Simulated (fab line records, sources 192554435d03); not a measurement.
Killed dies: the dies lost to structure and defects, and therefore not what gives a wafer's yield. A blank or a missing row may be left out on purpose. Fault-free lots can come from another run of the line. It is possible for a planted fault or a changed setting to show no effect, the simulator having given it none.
Lot-split experiment -- flow n5Finfet -- route with 1938 steps; 7 lots, 39 wafers read

## SPLIT DETAILS
At N5_BEOL_M12_ETCH_68 (etches SOC in N2/H2, time 285 s), the setting timeS was moved away from the recipe's 285 s on 6 of the 39 wafers read, by -43.7% to +23.7%. For the rest of the wafers, this setting stayed at what the recipe calls for.

The split's own step is where the reading is taken.

## THE READING
SiARC_of_BEOL_M12_COAT_66.thkNm (the simulator's own value, which no gauge read), in nm, at N5_BEOL_M12_ETCH_68 (etches SOC in N2/H2, time 285 s). The file does not state a usual value for it. The 33 wafers here that ran the recipe average 85.9 nm, standard deviation 0.51 nm.

wafer,"tool, chamber at the split","timeS as run, s",against the recipe,"SiARC_of_BEOL_M12_COAT_66.thkNm, nm",against lot-mates on the recipe
L076.1,"rieDiel-01, 0,1,2,3,3",285,recipe,85.6,-
L076.2,"rieDiel-01, 0,1,2,3,3",285,recipe,85.6,-
L076.3,"rieDiel-01, 0,1,2,3,3",285,recipe,85.6,-
L076.4,"rieDiel-01, 0,1,2,3,3",285,recipe,85.6,-
L076.6,"rieDiel-01, 0,1,2,3,3",285,recipe,85.6,-
L076.5,"rieDiel-01, 0",285,recipe,86.4,-
L079.1,"rieDiel-02, 3",285,recipe,86.6,-
L079.2,"rieDiel-02, 1",285,recipe,86,-
L079.3,"rieDiel-02, 2",285,recipe,84.2,-
L079.4,"rieDiel-02, 1",285,recipe,85.8,-
L079.5,"rieDiel-02, 3",285,recipe,86.4,-
L079.6,"rieDiel-02, 2",285,recipe,84.6,-
L091.2,"rieDiel-06, 2",285,recipe,86,-
L091.4,"rieDiel-06, 0",285,recipe,85.6,-
L091.5,"rieDiel-06, 3",285,recipe,85.2,-
L092.1,"rieDiel-02, 0",160.4,-43.7%,96.6,+10.6
L092.2,"rieDiel-02, 2",285,recipe,86,-
L092.3,"rieDiel-02, 1",160.4,-43.7%,96.8,+10.8
L092.6,"rieDiel-02, 1",160.4,-43.7%,96.8,+10.8
L092.4,"rieDiel-02, 2",285,recipe,85.6,-
L092.5,"rieDiel-02, 0",285,recipe,86.4,-
L094.1,"rieDiel-06, 3,0",285,recipe,86.4,-
L094.5,"rieDiel-06, 3,0",285,recipe,86.4,-
L094.2,"rieDiel-06, 0,2",285,recipe,86.2,-
L094.3,"rieDiel-06, 0,2",285,recipe,86.2,-
L094.4,"rieDiel-06, 3",285,recipe,85.8,-
L094.6,"rieDiel-06, 2",285,recipe,86,-
L097.1,"rieDiel-01, 1",352.6,+23.7%,80.4,-5.6
L097.2,"rieDiel-01, 3",352.6,+23.7%,79.6,-6.4
L097.3,"rieDiel-01, 2",285,recipe,86.4,-
L097.4,"rieDiel-01, 0",352.6,+23.7%,80,-6.0
L097.5,"rieDiel-01, 0,1",285,recipe,85.8,-
L097.6,"rieDiel-01, 0,1",285,recipe,85.8,-
L096.1,"rieDiel-02, 0",285,recipe,86.6,-
L096.2,"rieDiel-02, 2",285,recipe,85.6,-
L096.3,"rieDiel-02, 1,3,1",285,recipe,85.8,-
L096.4,"rieDiel-02, 1,3,1",285,recipe,85.8,-
L096.5,"rieDiel-02, 1,3,1",285,recipe,85.8,-
L096.6,"rieDiel-02, 0",285,recipe,86.2,-
Where a row lists several chambers, the file gives one row for several wafers and doesn't say which wafer went through which chamber.

THE FIT
A straight line over all 39 wafers: SiARC_of_BEOL_M12_COAT_66.thkNm changes by -0.248 nm for each +1% of timeS; r = -0.99; the points scatter about the line by 0.49 nm.
The same after taking each lot's own level away (the mean of its wafers on the recipe; 39 wafers): -0.247 nm for each +1%; r = -0.99; scatter 0.45 nm.
On that fit, the largest move of timeS shifts the reading by 11 nm.
The span of the lots' own levels, 85.60 to 86.17 nm, comes to 1.1 times the standard deviation stated above.
So the lot-to-lot level changes the slope little: the two slopes agree.
Check: +10.9 nm against its lot-mates is what the line predicts for one of the wafers moved furthest among these (-43.7%) when that wafer is left out of the fit. Against them it came out at +10.6 nm.

## OTHER SPLITS APPLIED TO THESE WAFERS
Note: prior to the reading, these wafers also went through further splits. Each is held against what the fit with the lots' levels taken away leaves over:
other split on the same wafers,wafers away from the commonest value,r with SiARC_of_BEOL_M12_COAT_66.thkNm (lot level and that fit taken away)
N5_BEOL_M8_ILD_DEP_00 timeS,15,-0.02
N5_BEOL_M10_VIA_ETCH_34 timeS,18,+0.08

## THE FILE'S OWN FIT
SiARC_of_BEOL_M12_COAT_66.thkNm changes by -0.247 nm for each +1% of timeS, r = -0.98.
